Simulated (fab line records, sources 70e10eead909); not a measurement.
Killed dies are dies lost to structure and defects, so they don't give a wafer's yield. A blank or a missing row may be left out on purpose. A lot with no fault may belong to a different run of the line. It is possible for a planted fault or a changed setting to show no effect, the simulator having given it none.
Chamber matching || flow nand harc || 4 sister chambers for NHARC_A_STAIRCASE_DESCUM_186 on rie diel-06
The step chemistry O2, time 3 s. 4 wafers are shown with their chamber, then 9 later ones without.

## WAFERS WITH THEIR CHAMBER
{"wafer": "L077.4", "chamber": 2, "showerhead plenum p Torr (Torr)": 1.95}
{"wafer": "L077.5", "chamber": 0, "showerhead plenum p Torr (Torr)": 1.82}
{"wafer": "L079.3", "chamber": 1, "showerhead plenum p Torr (Torr)": 1.90}
{"wafer": "L079.6", "chamber": 3, "showerhead plenum p Torr (Torr)": 1.96}

## WAFERS WHOSE CHAMBER IS MISSING
{"wafer": "L083.1", "showerhead plenum p Torr (Torr)": 1.95}
{"wafer": "L083.2", "showerhead plenum p Torr (Torr)": 1.95}
{"wafer": "L083.3", "showerhead plenum p Torr (Torr)": 1.90}
{"wafer": "L088.1", "showerhead plenum p Torr (Torr)": 1.81}
{"wafer": "L088.3", "showerhead plenum p Torr (Torr)": 1.95}
{"wafer": "L088.6", "showerhead plenum p Torr (Torr)": 1.95}
{"wafer": "L097.2", "showerhead plenum p Torr (Torr)": 1.94}
{"wafer": "L097.3", "showerhead plenum p Torr (Torr)": 1.81}
{"wafer": "L097.5", "showerhead plenum p Torr (Torr)": 1.94}

## EACH ONE'S CHAMBER
{"wafer": "L083.1", "from the rows above": "can't be placed: 2 or 3", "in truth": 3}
{"wafer": "L083.2", "from the rows above": "can't be placed: 2 or 3", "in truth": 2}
{"wafer": "L083.3", "from the rows above": 1, "in truth": 1}
{"wafer": "L088.1", "from the rows above": 0, "in truth": 0}
{"wafer": "L088.3", "from the rows above": "can't be placed: 2 or 3", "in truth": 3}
{"wafer": "L088.6", "from the rows above": "can't be placed: 2 or 3", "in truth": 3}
{"wafer": "L097.2", "from the rows above": "can't be placed: 2 or 3", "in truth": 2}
{"wafer": "L097.3", "from the rows above": 0, "in truth": 0}
{"wafer": "L097.5", "from the rows above": "can't be placed: 2 or 3", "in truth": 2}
Correct placement for 3 of the 9. Not placeable from these rows: 6 (in 6, the candidates include the true chamber). Number placed wrongly: 0.
How it was worked out, from the rows above alone: a wafer's distance from a chamber is the root of the sum, over the readings, of the square of ((its reading less the chamber's mean) divided by the reading's scatter). The wafer belongs to the nearest chamber; if the next one is less than 2 further off, it can't be placed. Each chamber's mean is taken over the wafers shown for it. The scatter (one wafer shown for each chamber): square how far every hidden wafer sits from the nearest shown wafer, average those squares and take the square root.
